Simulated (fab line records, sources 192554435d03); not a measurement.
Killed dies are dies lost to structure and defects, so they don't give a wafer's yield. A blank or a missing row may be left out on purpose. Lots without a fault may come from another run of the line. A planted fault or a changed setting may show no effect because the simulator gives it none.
A struck lot beside a sound one | flow n5_finfet | 25 steps out of a route of 1938
Sound: wafers L808.1, L808.2, L808.4. Struck: wafers L803.1, L803.2, L803.4. The cause comes at the end.
At each step with rows: each side's tool, then ch and its chambers, then its first start. Under that, the readings that differ: sound wafers | struck wafers | difference of the means | sigmas: that difference in standard deviations of wafers without a fault.
alike: readings whose means differ by less than 2 such deviations, and words and numbers that are the same on both sides. not compared: withheld readings, readings that some wafer has no value for, bounds like >300 that may hide the same value, and numbers for which the record gives no deviation and whose values overlap.
The two part at a step that has a row with sigmas, a row that says differs or no value, or rows on one side only. Numbers that don't overlap but have no deviation are shown without sigmas and don't part them. A reading that every wafer of one side lacks parts them only if that side has two wafers or more.

first, 9 steps without rows for these wafers: N5_BEOL_M0_SAQP_COAT_81 (time 60 s, resist thk 100 nm); N5_BEOL_M0_SAQP_COAT_82 (time 60 s, resist thk 30 nm); N5_BEOL_M0_SAQP_COAT_08 (resist thk 90 nm); N5_BEOL_M0_SAQP_EBR_10; N5_BEOL_M0_SAQP_SOFTBAKE_09 (time 60 s); N5_BEOL_M0_SAQP_EXPOSE_11 (exposes mask M0 CORE, target cd 42 nm); N5_BEOL_M0_SAQP_PEB_12 (peb time 60 s); N5_BEOL_M0_SAQP_DEVELOP_13 (develop time 30 s); N5_BEOL_M0_SAQP_DESCUM_19 (chemistry O2, time 7.9 s).
N5_BEOL_M0_SAQP_ETCH_83: etches SiARC in CF4, target depth 39 nm, time 65 s.
  sound on rie_diel-06 ch 1,2,3, day 9 08:11; struck on rie_diel-03 ch 0,2, day 8 02:49
  no value came back on the struck wafers for any of 9 readings (bias_w (W), cf4_flow_sccm (sccm) and others); on the sound wafers bias_w (W) reads 36.15 35.98 36.11
  reading                                           | sound          | struck         | difference | sigmas
  model.CAR-ArF_of_BEOL_M0_SAQP_COAT_08.thk_nm (nm) | 55.8 55.6 55.6 | 83.8 83.2 83.4 | +27.8      |
N5_BEOL_M0_SAQP_ETCH_84: etches SOC in N2/H2, target depth 100 nm, overetch 20 nm, time 150 s.
  sound on rie_diel-06 ch 1,2,3, day 9 08:14; struck on rie_diel-03 ch 0,2, day 8 02:52
  reading               | sound          | struck         | difference | sigmas
  oes_product_au (a.u.) | 0.67 0.64 0.65 | 0.35 0.27 0.28 | -0.35      | -5
  alike: bias_w, chamber_pressure_mTorr, drypump_motor_current_A, h2_flow_sccm, rf_vpp_V, showerhead_plenum_p_Torr, throttle_valve_pct
  not compared: rf_hours_counter_h
then, 1 step without rows for these wafers: N5_BEOL_M0_SAQP_STRIP_80 (strips in N2/H2).
N5_BEOL_M0_SAQP_HM_OPEN_112: chemistry CHF3/O2, target SiO2, stops on a-Si, target depth 12 nm, time 13.5 s.
  sound on rie_diel-06 ch 1,2,3, day 9 08:21; struck on rie_diel-03 ch 0,2, day 8 02:58
  reading               | sound          | struck         | difference | sigmas
  oes_product_au (a.u.) | 0.48 0.47 0.47 | 0.34 0.27 0.27 | -0.18      | -3
  alike: drypump_motor_current_A, rf_vpp_V, showerhead_plenum_p_Torr, throttle_valve_pct
  not compared: rf_hours_counter_h
then, 1 step without rows for these wafers: N5_BEOL_M0_SAQP_STRIP_113 (strips in CHF3/O2).
N5_BEOL_M0_SAQP_MANDREL_ETCH_20: etches a-Si in HBr/Cl2, stops on SiNx, target depth 60 nm, bt time 10 s, time 30 s.
  sound on rie_si-02 ch 0,2,3, day 9 08:26; struck on rie_si-02 ch 0,1,3, day 8 03:03
  reading               | sound             | struck            | difference | sigmas
  oes_product_au (a.u.) | 0.774 0.793 0.789 | 0.324 0.327 0.333 | -0.457     | -38
  alike: HBr_flow_sccm, bias_w, drypump_motor_current_A, throttle_valve_pct
  not compared: rf_hours_counter_h
then, 5 steps without rows for these wafers: N5_BEOL_M0_SAQP_STRIP_86 (strips in N2/H2); N5_BEOL_M0_SAQP_STRIP_115 (strips in post etch residue remover, time 60 s); N5_BEOL_M0_SAQP_SRD_93 (time 30 s); N5_BEOL_M0_SAQP_RECESS_114 (chemistry HF/NH3, target SiO2, target depth 14.4 nm, afs cycles 3, sublimation time 60 s); N5_BEOL_M0_SAQP_SPACER1_ALD_98 (deposits SiO2, target thk 12.8 nm, pulse time 1 s, purge time 2 s).
N5_BEOL_M0_SAQP_SPACER1_ETCHBACK_99: etches SiO2 in CHF3/O2, target depth 15.4 nm, time 7.7 s.
  sound on rie_diel-03 ch 0,2,3, day 9 09:38; struck on rie_diel-01 ch 0,1,2, day 8 04:12
  reading                | sound             | struck            | difference | sigmas
  oes_product_au (a.u.)  | 0.90 0.71 0.72    | 0.36 0.32 0.34    | -0.44      | -5
  throttle_valve_pct (%) | 18.80 19.02 19.40 | 18.76 18.60 18.62 | -0.41      | -2
  alike: drypump_motor_current_A, rf_vpp_V, showerhead_plenum_p_Torr
  not compared: rf_hours_counter_h
N5_BEOL_M0_SAQP_MANDREL1_REMOVE_100: chemistry HBr/Cl2/O2, target a-Si, stops on SiNx, bt time 10 s.
  sound on rie_si-02 ch 0,2,3, day 9 09:43; struck on rie_si-01 ch 1,2,3, day 8 04:17
  reading               | sound             | struck            | difference | sigmas
  oes_product_au (a.u.) | 1.034 1.009 0.996 | 0.376 0.376 0.380 | -0.636     | -42
  alike: drypump_motor_current_A, throttle_valve_pct
  not compared: rf_hours_counter_h
N5_BEOL_M0_SAQP_CD_MEAS_25: target cd 13.1 nm.
  sound on cd_sem-01 ch 0, day 9 09:50; struck on cd_sem-01 ch 0, day 8 04:23
  reading    | sound             | struck | difference                    | sigmas
  cd_nm (nm) | 13.07 12.81 12.85 | - - -  | no value on the struck wafers |
then, 1 step without rows for these wafers: N5_BEOL_M0_SAQP_ETCH_101 (etches SiNx in CH3F/O2, target depth 29.9 nm, time 42.7 s).
N5_BEOL_M4_RC_MEAS_101:
  the record has rows for the sound wafers here (prober-02 ch 0, day 12 13:04) and none for the struck ones

WHERE THEY PART
First at N5_BEOL_M0_SAQP_ETCH_83; last, within this record, at N5_BEOL_M4_RC_MEAS_101.

WHY: what the simulator had put in
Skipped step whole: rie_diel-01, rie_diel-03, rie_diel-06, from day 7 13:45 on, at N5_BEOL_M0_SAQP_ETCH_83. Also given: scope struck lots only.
